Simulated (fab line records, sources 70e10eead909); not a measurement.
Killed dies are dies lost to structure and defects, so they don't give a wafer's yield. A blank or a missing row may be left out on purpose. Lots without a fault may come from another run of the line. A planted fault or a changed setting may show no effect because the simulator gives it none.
Problem report in the 8D (eight disciplines) form, filled by code | flow nand_harc | the parts of the form that need people (team, actions taken, sign-off) are left out

1. THE PROBLEM
killed_at_array at NHARC_END_SORT_01 reads a mean of 675 on 3 wafers of 2 lots; wafers without a fault read 63 with a standard deviation of 27. That is +23 standard deviations from the usual mean.
First seen on wafer L965.2, day 30 04:02, on prober-01. The record holds 6 wafers of 2 lots with a number at this step. Rule for "out", or "out of limits": more than 4 standard deviations from the usual mean. The other wafers with a number count as sound.

2. WHAT IT IS AND WHAT IT IS NOT
question                    | is                           | is not
which readings at this step | killed_at_array, killed_dies | killed_at_other, killed_at_periphery, killed_open, killed_short
which lots                  | L965, L967                   | -
which wafers of those lots  | L965.2, L967.1, L967.5       | L965.1, L965.5, L967.6
read on which gauges        | prober-01                    | -
when                        | from day 30 04:02            | up to then (1 sound wafer); but 2 sound wafers of L965, L967 came after

3. SUSPECTS, AND WHAT RULES EACH OUT
Counting: a tool at a process step up to the reading stays a suspect if it ran every lot that is out. Sound lots after the first of them don't rule it out here, since some wafers of a struck lot are sound.
- the gauge at NHARC_END_SORT_01: kept. All the wafers that are out were read on prober-01, and no step on other tools shows them out.
- har_etch-02 at NHARC_A_SLIT_ETCH_26 (etches the open film in C4F8/O2/Ar, time 90 s, target depth 400 nm): kept. It ran every lot that is out, first L965 (day 25 19:08).
- rtp_anneal-02 at NHARC_A_WL_FILL_RTA_01 (time 5 s): kept. It ran every lot that is out, first L965 (day 26 03:44).
- ald_metal-04 at NHARC_A_WL_FILL_ALD_02 (deposits TiN, target thk 2 nm, pulse time 3 s, ald cycles 100): kept. It ran every lot that is out, first L965 (day 26 03:58).
- Within ald_metal-04 at NHARC_A_WL_FILL_ALD_02: the wafers that are out ran in chamber 0; their sound lot-mates ran in chambers 1, 2.
Left after counting: har_etch-02 at NHARC_A_SLIT_ETCH_26, rtp_anneal-02 at NHARC_A_WL_FILL_RTA_01, ald_metal-04 at NHARC_A_WL_FILL_ALD_02, prober-01 at NHARC_END_SORT_01.

4. THE CAUSE (what the simulator had put in)
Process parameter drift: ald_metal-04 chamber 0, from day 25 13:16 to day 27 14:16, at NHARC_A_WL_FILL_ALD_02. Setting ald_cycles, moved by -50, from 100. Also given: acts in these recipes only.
Counting left 4 suspects, and this tool is among them.

5. THE CHAIN OF EFFECTS, in route order
Each row: a reading whose mean over the struck wafers that have a number lies more than 3 standard deviations from the usual. Only readings for which the record gives a usual standard deviation are gone through. hours: the time from each lot's start at the first step in this table that gives one to its start at this step, as a median over the lots. sigmas: the change in usual standard deviations.
hours | step              | reading         | usual | on struck wafers | change | sigmas
0     | NHARC_END_SORT_01 | killed_at_array | 63    | 675              | +612   | +23
0     | NHARC_END_SORT_01 | killed_dies     | 67    | 677              | +610   | +22

6. WHAT WOULD HAVE CAUGHT IT SOONER
In this record the first reading out of limits at a measuring or inspecting step was taken at day 30 04:02, 111 hours after the fault began at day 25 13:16.
Of the tool readings at NHARC_A_WL_FILL_ALD_02 for which the record gives a usual standard deviation, none was out on any struck wafer, so an alarm limit of 4 standard deviations on them would not have fired.
All the lots that are out (2) had begun NHARC_A_WL_FILL_ALD_02 on ald_metal-04 by day 30 04:02. A hold on the tool at that time would have spared none of them.
